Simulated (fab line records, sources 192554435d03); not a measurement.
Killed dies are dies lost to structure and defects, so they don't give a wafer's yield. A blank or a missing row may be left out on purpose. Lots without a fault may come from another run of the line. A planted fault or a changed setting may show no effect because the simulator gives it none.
Chamber matching | flow n5_finfet | N5_MOL_CONTACT_COAG_ETCHBACK_136 on rie_diel-06: 4 sister chambers
The step etches SiO2 in CHF3, target depth 25 nm, time 16.7 s. 4 wafers are shown with their chamber, then 8 later ones without.

WAFERS WITH THEIR CHAMBER
wafer  | chamber | throttle_valve_pct (%)
L085.6 | 2       | 19.20
L090.1 | 1       | 18.98
L090.5 | 3       | 18.60
L093.1 | 0       | 18.82

WAFERS WITHOUT THEIR CHAMBER
wafer  | throttle_valve_pct (%)
L093.4 | 18.99
L093.6 | 18.83
L094.1 | 18.60
L094.5 | 18.84
L094.6 | 18.58
L095.3 | 19.00
L095.5 | 18.62
L095.6 | 19.24

WHICH CHAMBER EACH WENT THROUGH
wafer  | from the rows above | in truth
L093.4 | 1                   | 1
L093.6 | 0                   | 0
L094.1 | 3                   | 3
L094.5 | 0                   | 0
L094.6 | 3                   | 3
L095.3 | 1                   | 1
L095.5 | 3                   | 3
L095.6 | 2                   | 2
Placed correctly: 8 of 8. Can't be placed from these rows: 0. Placed wrongly: 0.
How it was worked out, from the rows above alone: a wafer's distance from a chamber is the root of the sum, over the readings, of the square of ((its reading less the chamber's mean) divided by the reading's scatter). The wafer belongs to the nearest chamber; if the next one is less than 2 further off, it can't be placed. A chamber's mean is the mean of its shown wafers. The scatter: with one shown wafer a chamber, the root of the mean of the squares of how far each hidden wafer lies from its nearest shown one.
